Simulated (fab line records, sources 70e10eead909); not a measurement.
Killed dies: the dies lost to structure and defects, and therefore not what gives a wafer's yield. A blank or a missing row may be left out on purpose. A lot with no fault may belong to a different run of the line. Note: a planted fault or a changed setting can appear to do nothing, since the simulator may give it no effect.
Matching of chambers / flow nand-harc / NHARC_P_M1_PRE_CLEAN_32 on pecvd-04 has 3 sister chambers
The step time 12 s. 3 wafers are shown with their chamber, then 11 later ones without.

== WAFERS, EACH WITH ITS CHAMBER ==
wafer=L089.3; chamber=0; heater-power-w (W)=633
wafer=L089.6; chamber=1; heater-power-w (W)=761
wafer=L091.2; chamber=2; heater-power-w (W)=611

== WAFERS WITH NO CHAMBER GIVEN ==
wafer=L091.3; heater-power-w (W)=725
wafer=L091.4; heater-power-w (W)=629
wafer=L094.1; heater-power-w (W)=630
wafer=L094.4; heater-power-w (W)=636
wafer=L094.6; heater-power-w (W)=653
wafer=L095.2; heater-power-w (W)=717
wafer=L095.3; heater-power-w (W)=758
wafer=L095.6; heater-power-w (W)=712
wafer=L097.2; heater-power-w (W)=553
wafer=L097.3; heater-power-w (W)=726
wafer=L097.5; heater-power-w (W)=735

== THE CHAMBER EACH PASSED THROUGH ==
wafer=L091.3; from the rows above=can't be placed: 1 or 0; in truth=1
wafer=L091.4; from the rows above=can't be placed: 0 or 2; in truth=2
wafer=L094.1; from the rows above=can't be placed: 0 or 2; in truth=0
wafer=L094.4; from the rows above=can't be placed: 0 or 2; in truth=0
wafer=L094.6; from the rows above=can't be placed: 0 or 2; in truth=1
wafer=L095.2; from the rows above=can't be placed: 1 or 0 or 2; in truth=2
wafer=L095.3; from the rows above=1; in truth=1
wafer=L095.6; from the rows above=can't be placed: 1 or 0 or 2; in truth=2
wafer=L097.2; from the rows above=can't be placed: 2 or 0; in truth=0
wafer=L097.3; from the rows above=can't be placed: 1 or 0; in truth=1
wafer=L097.5; from the rows above=1; in truth=1
Correctly placed: 2 of 11. Not placeable from these rows: 9 (in 8, the candidates include the true chamber). 0 placed wrongly.
How it was worked out, from the rows above alone: a wafer's distance from a chamber is the root of the sum, over the readings, of the square of ((its reading less the chamber's mean) divided by the reading's scatter). The wafer belongs to the nearest chamber; if the next one is less than 2 further off, it can't be placed. For every chamber, the mean is computed from those of its wafers that are shown. The scatter (one wafer shown for each chamber): square how far every hidden wafer sits from the nearest shown wafer, average those squares and take the square root.
